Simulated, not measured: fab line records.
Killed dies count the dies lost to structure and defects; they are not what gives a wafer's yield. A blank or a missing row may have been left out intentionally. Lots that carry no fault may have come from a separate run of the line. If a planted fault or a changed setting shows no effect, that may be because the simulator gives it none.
Struck lot and sound lot, side by side | flow nand-harc | 15 steps out of a route of 1302
Sound: wafers L872.3, L872.4, L872.6. Struck: wafers L873.1, L873.2, L873.3. The cause is named last.
At each step with rows: each side's tool, then ch and its chambers, then its first start. Under that, the readings that differ: sound wafers | struck wafers | difference of the means | sigmas: that difference in standard deviations of wafers without a fault.
alike: readings whose means differ by less than 2 such deviations, and words and numbers that are the same on both sides. not compared: withheld readings, readings that some wafer has no value for, bounds like >300 that may hide the same value, and numbers for which the record gives no deviation and whose values overlap.
Wherever a step has rows on one side only, a row that says differs or no value, or a row with sigmas, the two part there. Non-overlapping numbers with no deviation appear without sigmas and do not part them. A reading that every wafer of one side lacks parts them only if that side has two wafers or more.

first, 4 steps without rows for these wafers: NHARC_A_BLC_EBR_06; NHARC_A_BLC_EXPOSE_07 (exposes mask A BLC, target cd 100 nm); NHARC_A_BLC_PEB_08 (peb time 65 s); NHARC_A_BLC_DEVELOP_09 (develop time 35 s).
NHARC_A_BLC_CD_MEAS_10 targets a cd of 100 nm.
  sound on cd-sem-02 ch 0, day 23 22:55; struck on cd-sem-03 ch 0, day 24 09:54
  alike: cd-nm
NHARC_A_BLC_OVL_MEAS_11:
  struck on overlay-02, day 24 09:59; sound on overlay-01, day 23 23:00
  reading           | sound       | struck         | difference | sigmas
  overlay-x-nm (nm) | 0.3 0.2 0.2 | -1.4 -1.6 -1.6 | -1.8       | -2
  alike: overlay-y-nm
NHARC_A_BLC_INSPECT_12:
  struck on defect-inspect-02, day 24 10:02; sound on defect-inspect-01, day 23 23:02
  alike: raw-defect-count
NHARC_A_BLC_DESCUM_15: chemistry O2, time 3 s.
  sound on rie-diel-03 ch 0,1, day 23 23:05; struck on rie-diel-03 ch 1,2,3, day 24 10:05
  alike: drypump-motor-current-A, oes-product-au, rf-vpp-V, showerhead-plenum-p-Torr, throttle-valve-pct
  not compared: rf-hours-counter-h
NHARC_A_BLC_ETCH_16: etches the open film in CF4, target depth 39 nm, time 65 s.
  sound on rie-diel-03 ch 0,3, day 23 23:11; struck on rie-diel-03 ch 0,2,3, day 24 10:10
  alike: drypump-motor-current-A, oes-product-au, rf-vpp-V, showerhead-plenum-p-Torr, throttle-valve-pct
  not compared: rf-hours-counter-h
NHARC_A_BLC_ETCH_17: etches the open film in N2/H2, target depth 390 nm, time 609.38 s.
  sound: rie-diel-03 ch 0,1,2; struck: rie-diel-03 ch 1,2,3
  alike: drypump-motor-current-A, oes-product-au, rf-vpp-V, showerhead-plenum-p-Torr, throttle-valve-pct
  not compared: rf-hours-counter-h
NHARC_A_BLC_ETCH_18: etches the open film in C4F8/O2/Ar, target depth 910 nm.
  sound: rie-diel-03 ch 0,3; struck: rie-diel-03 ch 0,2,3
  alike: oes-product-au, rf-vpp-V
  not compared: rf-hours-counter-h
NHARC_A_BLC_CD_MEAS_19:
  struck on cd-sem-02, day 24 11:03; sound on cd-sem-01, day 24 00:04
  alike: cd-nm
NHARC_A_BLC_STRIP_29: strips in CF4.
  sound on rie-diel-09 ch 1,2, day 24 00:08; struck on rie-diel-09 ch 0,1,2, day 24 11:08
  no value came back on the struck wafers for any of 7 readings (bias-w (W), cf4-flow-sccm (sccm) and others); on the sound wafers bias-w (W) reads 0 0 0
  not compared: rf-hours-counter-h
NHARC_A_BLC_STRIP_21: strips in O2.
  sound on rie-diel-09 ch 1,2,3, day 24 00:15; struck on rie-diel-09 ch 1,2,3, day 24 11:14
  alike: chamber-pressure-mTorr, drypump-motor-current-A, oes-product-au, rf-vpp-V, showerhead-plenum-p-Torr, throttle-valve-pct
  not compared: rf-hours-counter-h
after that, 1 step had no rows for these wafers: NHARC_END_SORT_01.

## WHERE THEY PART
Last at NHARC_A_BLC_STRIP_29 as far as this record goes, first at NHARC_A_BLC_OVL_MEAS_11. Later steps at which nothing parts them and some readings are alike: NHARC_A_BLC_STRIP_21.

WHY: what the simulator had put in
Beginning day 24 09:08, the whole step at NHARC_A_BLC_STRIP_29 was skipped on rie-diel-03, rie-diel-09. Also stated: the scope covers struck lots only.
